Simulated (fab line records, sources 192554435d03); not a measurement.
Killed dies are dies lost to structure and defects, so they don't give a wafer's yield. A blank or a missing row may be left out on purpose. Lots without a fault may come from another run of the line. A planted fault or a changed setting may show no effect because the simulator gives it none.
Chamber matching | flow n5_finfet | N5_BEOL_M10_VIA_ETCH_34 on rie_diel-05: 4 sister chambers
The step etches SiCOH lowk in C4F6/O2, target depth 184.5 nm, time 69.2 s. 18 wafers are shown with their chamber, then 9 later ones without.

WAFERS WITH THEIR CHAMBER
wafer  | chamber | showerhead_plenum_p_Torr (Torr) | drypump_motor_current_A (A) | rf_vpp_V (V)
L078.1 | 1       | 2.89                            | 6.1                         | 665
L078.4 | 0       | 2.78                            | 5.4                         | 679
L078.5 | 2       | 2.93                            | 5.7                         | 689
L083.4 | 2       | 2.93                            | 5.7                         | 690
L083.5 | 1       | 2.88                            | 6.2                         | 666
L083.6 | 0       | 2.78                            | 5.4                         | 679
L088.1 | 0       | 2.77                            | 5.3                         | 680
L088.2 | 1       | 2.88                            | 6.1                         | 665
L088.3 | 2       | 2.93                            | 5.7                         | 688
L087.2 | 1       | 2.88                            | 6.1                         | 665
L087.3 | 2       | 2.93                            | 5.7                         | 686
L087.6 | 2       | 2.93                            | 5.7                         | 688
L090.1 | 3       | 2.79                            | 6.1                         | 668
L090.3 | 1       | 2.88                            | 6.1                         | 663
L090.5 | 1       | 2.87                            | 6.1                         | 665
L091.1 | 1       | 2.87                            | 6.1                         | 665
L091.2 | 2       | 2.92                            | 5.7                         | 687
L091.4 | 0       | 2.77                            | 5.4                         | 679

SIGNATURES (means of the wafers above)
reading                  | chamber 0 | chamber 1 | chamber 2 | chamber 3 | scatter within a chamber
showerhead_plenum_p_Torr | 2.7750    | 2.8786    | 2.9283    | 2.7900    | 0.00579
drypump_motor_current_A  | 5.375     | 6.114     | 5.700     | 6.100     | 0.0339
rf_vpp_V                 | 679.25    | 664.86    | 688.00    | 668.00    | 1.06
Rule: a wafer's distance from a chamber is the root of the sum, over the readings, of the square of ((its reading less the chamber's mean) divided by the reading's scatter). The wafer belongs to the nearest chamber; if the next one is less than 2 further off, it can't be placed. The scatter: the root of (the sum of the squares of (reading less its chamber's mean) over the shown wafers, divided by (wafers less chambers)).

WAFERS WITHOUT THEIR CHAMBER
wafer  | showerhead_plenum_p_Torr (Torr) | drypump_motor_current_A (A) | rf_vpp_V (V)
L093.1 | 2.78                            | 6.2                         | 665
L093.5 | 2.87                            | 6.1                         | 664
L093.6 | 2.77                            | 5.3                         | 679
L094.2 | 2.87                            | 6.1                         | 664
L094.3 | 2.92                            | 5.7                         | 688
L094.5 | 2.77                            | 5.3                         | 678
L097.2 | 2.92                            | 5.7                         | 689
L097.4 | 2.77                            | 5.4                         | 679
L097.5 | 2.92                            | 5.7                         | 688

WHICH CHAMBER EACH WENT THROUGH
wafer  | from the rows above | in truth
L093.1 | 3                   | 3
L093.5 | 1                   | 1
L093.6 | 0                   | 0
L094.2 | 1                   | 1
L094.3 | 2                   | 2
L094.5 | 0                   | 0
L097.2 | 2                   | 2
L097.4 | 0                   | 0
L097.5 | 2                   | 2
Placed correctly: 9 of 9. Can't be placed from these rows: 0. Placed wrongly: 0.
